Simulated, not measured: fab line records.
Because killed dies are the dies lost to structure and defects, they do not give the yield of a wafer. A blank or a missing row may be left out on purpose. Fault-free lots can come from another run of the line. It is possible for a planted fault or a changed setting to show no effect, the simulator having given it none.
What tool caused it? | flow n5Finfet | 20 lots (60 wafers sampled), 1 step of a 1938-step route

== WHAT EACH GAUGE READ, for each wafer ==
N5_WELL_APT_OVL_MEAS_26. Usual: PWELL_OVL gives 0 nm (standard deviation 4.9).
lot  | measured    | on         | PWELL_OVL (nm) | flag
L074 | day 1 15:17 | overlay-01 | -9 -8 -6       | 
L075 | day 1 21:12 | overlay-01 | -6 3 -2        | 
L077 | day 2 08:58 | overlay-02 | -1 -1 6        | 
L078 | day 2 14:58 | overlay-02 | 3 1 2          | 
L080 | day 3 02:52 | overlay-02 | -4 -4 -1       | 
L081 | day 3 09:00 | overlay-02 | 0 3 3          | 
L082 | day 3 15:34 | overlay-02 | 5 1 5          | 
L083 | day 3 21:02 | overlay-02 | 1 2 3          | 
L084 | day 4 03:38 | overlay-01 | 0 7 -2         | 
L085 | day 4 08:50 | overlay-01 | -4 -1 -13      | 
L086 | day 4 15:16 | overlay-02 | 7 4 4          | 
L087 | day 4 21:44 | overlay-01 | -2 -3 -4       | 
L088 | day 5 02:54 | overlay-01 | -5 -17 -13     | 
L089 | day 5 09:10 | overlay-01 | -5 -3 2        | 
L090 | day 5 15:01 | overlay-01 | -5 -7 3        | 
L092 | day 6 03:16 | overlay-02 | 3 -1 -1        | 
L094 | day 6 14:55 | overlay-01 | -3 -2 2        | 
L095 | day 6 21:39 | overlay-02 | -6 -3 2        | 
L096 | day 7 03:07 | overlay-02 | 3 -1 1         | 
L097 | day 7 09:19 | overlay-01 | -3 -6 -8       | 

== WHICH TOOL RAN EACH LOT (tool, then ch and the chambers of the sampled wafers, then the start) ==
The record holds no process step before these readings.

== AS READ BY THE TOOLS THEMSELVES (means over the sampled wafers that have a number; for cases with no such wafer, the mark the record gives instead) ==
The record holds no such reading with a usual standard deviation.

== THE ANSWER, worked out from the rows above alone ==
Rule: a lot is off if the mean of its wafers that have a number lies more than 3 standard deviations from the usual mean. Also off: a lot with no number at a reading for which 4 or more lots have one. All remaining lots with rows at the step are treated as sound. After the gauges, taken in route order, come the tools' own readings; for these a lot's mean is taken, as printed above. The first step at which some lot is off is used, and at that step the reading that is off furthest; a lot without a number counts as furthest.
Nothing can be told from this: no lot is off at any reading shown.

== WHAT HAD BEEN PUT IN BY THE SIMULATOR ==
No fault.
